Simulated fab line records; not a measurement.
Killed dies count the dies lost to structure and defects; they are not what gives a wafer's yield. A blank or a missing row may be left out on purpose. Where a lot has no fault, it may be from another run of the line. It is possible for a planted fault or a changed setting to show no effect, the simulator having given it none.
Chamber matching :: flow nand harc :: NHARC_A_M0_DESCUM_14 on rie diel-05: 4 sister chambers
The step chemistry O2, time 3 s. 8 wafers are shown with their chamber, then 7 later ones without.

WAFERS WITH THEIR CHAMBER
wafer: L082.2
chamber: 1
drypump motor current A (A): 6.2
oes product au (a.u.): 0.995

wafer: L082.5
chamber: 1
drypump motor current A (A): 6.2
oes product au (a.u.): 0.995

wafer: L085.2
chamber: 0
drypump motor current A (A): 5.4
oes product au (a.u.): 0.983

wafer: L087.1
chamber: 3
drypump motor current A (A): 6.0
oes product au (a.u.): 1.010

wafer: L087.4
chamber: 2
drypump motor current A (A): 6.2
oes product au (a.u.): 1.009

wafer: L087.6
chamber: 3
drypump motor current A (A): 6.0
oes product au (a.u.): 1.000

wafer: L088.1
chamber: 0
drypump motor current A (A): 5.4
oes product au (a.u.): 0.981

wafer: L088.2
chamber: 2
drypump motor current A (A): 6.1
oes product au (a.u.): 1.011

WAFERS WITHOUT THEIR CHAMBER
wafer: L088.5
drypump motor current A (A): 5.4
oes product au (a.u.): 0.982

wafer: L091.1
drypump motor current A (A): 5.4
oes product au (a.u.): 0.988

wafer: L091.2
drypump motor current A (A): 6.0
oes product au (a.u.): 0.995

wafer: L091.3
drypump motor current A (A): 6.2
oes product au (a.u.): 0.991

wafer: L092.4
drypump motor current A (A): 5.4
oes product au (a.u.): 0.984

wafer: L092.5
drypump motor current A (A): 6.0
oes product au (a.u.): 1.008

wafer: L092.6
drypump motor current A (A): 6.2
oes product au (a.u.): 0.996

CHAMBER TAKEN BY EACH
wafer: L088.5
from the rows above: 0
in truth: 0

wafer: L091.1
from the rows above: 0
in truth: 0

wafer: L091.2
from the rows above: 3
in truth: 3

wafer: L091.3
from the rows above: 1
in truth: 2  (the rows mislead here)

wafer: L092.4
from the rows above: 0
in truth: 0

wafer: L092.5
from the rows above: 3
in truth: 3

wafer: L092.6
from the rows above: 1
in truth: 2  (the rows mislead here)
Placed correctly: 5 of 7. Not placeable from these rows: 0. 2 placed wrongly.
How it was worked out, from the rows above alone: a wafer's distance from a chamber is the root of the sum, over the readings, of the square of ((its reading less the chamber's mean) divided by the reading's scatter). The wafer belongs to the nearest chamber; if the next one is less than 2 further off, it can't be placed. A chamber's mean is the mean of its shown wafers. The scatter is the square root of a quotient: the sum, over the shown wafers, of each reading's squared deviation from its chamber's mean, divided by wafers minus chambers.
